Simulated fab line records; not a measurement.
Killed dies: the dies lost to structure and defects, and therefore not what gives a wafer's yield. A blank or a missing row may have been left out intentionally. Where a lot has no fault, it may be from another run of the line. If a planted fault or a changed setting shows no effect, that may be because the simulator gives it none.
Problem report, 8D (eight disciplines) form, completed by code || flow nandHarc || the parts of the form that need people (team, actions taken, sign-off) are left out

== 1. WHAT IS WRONG ==
Wafers without a fault read 1.000 a.u., standard deviation 0.0063; oesProductAu at NHARC_A_WL_FILL_ETCHBACK_26 reads a mean of 1.386 a.u. on 2 wafers belonging to 2 lots. That puts it +61 standard deviations away from the usual mean.
The step: etches the open film in HBr, target depth 52 nm, time 13.3 s.
Earliest sighting: wafer L339.3 on rieSi-01 at day 27 09:25. Wafers with a number at this step in the record: 37, from 13 lots. Rule for "out", or "out of limits": more than 4 standard deviations from the usual mean. The rest of the wafers with a number are treated as sound.

== 2. WHAT IT IS, WHAT IT ISN'T ==
{"question": "which readings at this step", "is": "oesProductAu", "is not": "drypumpMotorCurrentA, throttleValvePct"}
{"question": "which lots", "is": "L339, L341", "is not": "L325, L326, L327, L328, L329, L331, L333, L334, L346, L347, L348"}
{"question": "which wafers of those lots", "is": "L339.3, L341.1", "is not": "L339.2, L341.2"}
{"question": "read on which tools", "is": "rieSi-01", "is not": "rieSi-03, rieSi-05"}
{"question": "when", "is": "from day 27 09:25", "is not": "up to then (25 sound wafers); but 10 sound wafers of L341, L346, L347, L348 came after"}

== 3. SUSPECTS, AND WHAT RULES EACH OUT ==
Counting: if a tool at a process step up to the reading ran every lot that is out, it stays a suspect. Sound lots after the first of them don't rule it out here, since some wafers of a struck lot are sound.
- rieSi-01 at NHARC_A_WL_FILL_ETCHBACK_26 (etches the open film in HBr, target depth 52 nm, time 13.3 s): kept. Ran every lot that is out, first one L339 (day 27 09:25); last sound lot up to then L334 (day 25 02:12). Out on those wafers are its own readings of oesProductAu.
Left after counting: rieSi-01 at NHARC_A_WL_FILL_ETCHBACK_26.

== 4. THE CAUSE (what the simulator had put in) ==
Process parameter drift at NHARC_A_WL_FILL_ETCHBACK_26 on rieSi-01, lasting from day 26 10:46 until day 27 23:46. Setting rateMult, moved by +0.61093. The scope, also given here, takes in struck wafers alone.
After counting, this tool was the only one left.

== 5. SEQUENCE OF EFFECTS, ordered by route ==
Rows list readings where the struck wafers' mean (over those with a number) sits beyond 3 standard deviations from the usual. Only readings whose record carries a usual standard deviation are examined. hours: median over the lots of the time between each lot's start at the first step of this table that gives one and its start at this step. sigmas: the change, counted in usual standard deviations.
{"hours": 0, "step": "NHARC_A_WL_FILL_ETCHBACK_26", "reading": "oesProductAu", "usual": "1.000 a.u.", "on struck wafers": 1.386, "change": "+0.386", "sigmas": "+61"}
The process steps in it:
- NHARC_A_WL_FILL_ETCHBACK_26: etches the open film in HBr, target depth 52 nm, time 13.3 s.
At these later measuring or inspecting steps, every struck wafer for which the step has a row has a number for every such reading, and none has moved that far: NHARC_A_WL_FILL_INSPECT_15.

== 6. WHAT WOULD HAVE CAUGHT IT SOONER ==
23 hours passed between the start of the fault at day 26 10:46 and the first reading out of limits in this record, taken at day 27 09:25.
